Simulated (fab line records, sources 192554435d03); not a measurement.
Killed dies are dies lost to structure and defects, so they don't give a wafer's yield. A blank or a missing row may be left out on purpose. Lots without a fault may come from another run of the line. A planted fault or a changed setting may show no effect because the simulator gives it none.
Problem report in the 8D (eight disciplines) form, filled by code | flow n5_finfet | the parts of the form that need people (team, actions taken, sign-off) are left out

1. THE PROBLEM
raw_defect_count at N5_MOL_CONTACT_COAG_INSPECT_57 reads a mean of 1139 on 2 wafers of 2 lots; wafers without a fault read 207 with a standard deviation of 60. That is +16 standard deviations from the usual mean.
The step: inspects for defects (brightfield).
First seen on wafer L528.3, day 10 05:00, on defect_inspect-01. The record holds 27 wafers of 9 lots with a number at this step. Rule for "out", or "out of limits": more than 4 standard deviations from the usual mean. The other wafers with a number count as sound.

2. WHAT IT IS AND WHAT IT IS NOT
question                    | is                                   | is not
which readings at this step | raw_defect_count                     | -
which lots                  | L528, L532                           | L514, L518, L519, L525, L526, L530, L533
which wafers of those lots  | L528.3, L532.5                       | L528.1, L528.2, L532.1, L532.4
read on which gauges        | defect_inspect-01, defect_inspect-02 | -
when                        | from day 10 05:00                    | up to then (17 sound wafers); but 8 sound wafers of L530, L532, L533 came after

3. SUSPECTS, AND WHAT RULES EACH OUT
Counting: a tool at a process step up to the reading stays a suspect if it ran every lot that is out. Sound lots after the first of them don't rule it out here, since some wafers of a struck lot are sound.
- the gauge at N5_MOL_CONTACT_COAG_INSPECT_57: ruled out. The wafers that are out were read on 2 gauges (defect_inspect-01, defect_inspect-02).
- rtp_anneal-02 at N5_MOL_CONTACT_COAG_SIL_ANNEAL_21 (time 60 s): kept. It ran every lot that is out, first L528 (day 9 20:01); its last sound lot up to then is L525 (day 8 13:08).
- pecvd-01 at N5_MOL_CONTACT_COAG_PECVD_31 (deposits SiO2 from TEOS/O2, target thk 46 nm, time 8.9 s): kept. It ran every lot that is out, first L528 (day 10 04:27); its last sound lot up to then is L526 (day 9 03:34).
Left after counting: rtp_anneal-02 at N5_MOL_CONTACT_COAG_SIL_ANNEAL_21, pecvd-01 at N5_MOL_CONTACT_COAG_PECVD_31.

4. THE CAUSE (what the simulator had put in)
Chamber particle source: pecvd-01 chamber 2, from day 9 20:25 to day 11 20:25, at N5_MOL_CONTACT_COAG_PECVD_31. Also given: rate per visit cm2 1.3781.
Counting left 2 suspects, and this tool is among them.

5. THE CHAIN OF EFFECTS, in route order
Each row: a reading whose mean over the struck wafers that have a number lies more than 3 standard deviations from the usual. Only readings for which the record gives a usual standard deviation are gone through. hours: the time from each lot's start at the first step in this table that gives one to its start at this step, as a median over the lots. sigmas: the change in usual standard deviations.
hours | step                           | reading              | usual  | on struck wafers | change | sigmas
0     | N5_MOL_CONTACT_COAG_INSPECT_57 | raw_defect_count     | 207    | 1139             | +932   | +16
190   | N5_PASSIVATION_PROBE_49        | defect_limited_yield | 91.3 % | 82.2             | -9.1   | -5.4
190   | N5_PASSIVATION_PROBE_49        | killed_at_contacts   | 13     | 134              | +120   | +19
190   | N5_PASSIVATION_PROBE_49        | killed_dies          | 103    | 210              | +108   | +5.4
190   | N5_PASSIVATION_PROBE_49        | killed_on_rim        | 14     | 28               | +14    | +3.3
190   | N5_PASSIVATION_PROBE_49        | sort_bin_5_function  | 5.1 %  | 10.6             | +5.5   | +5.0
190   | N5_PASSIVATION_PROBE_49        | sort_n_pass          | 1077   | 970              | -108   | -5.4
190   | N5_PASSIVATION_PROBE_49        | sort_yield_pct       | 91.3 % | 82.2             | -9.1   | -5.4
The process steps in it:
- N5_PASSIVATION_PROBE_49
Later measuring or inspecting steps at which every struck wafer that the step has a row for has a number for every such reading, and none has moved that far: N5_BEOL_M4_RC_MEAS_101.

6. WHAT WOULD HAVE CAUGHT IT SOONER
In this record the first reading out of limits at a measuring or inspecting step was taken at day 10 05:00, 9 hours after the fault began at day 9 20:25.
Of the lots that are out (2), L532 began N5_MOL_CONTACT_COAG_PECVD_31 on pecvd-01 after day 10 05:00. A hold on the tool at that time would have spared it.
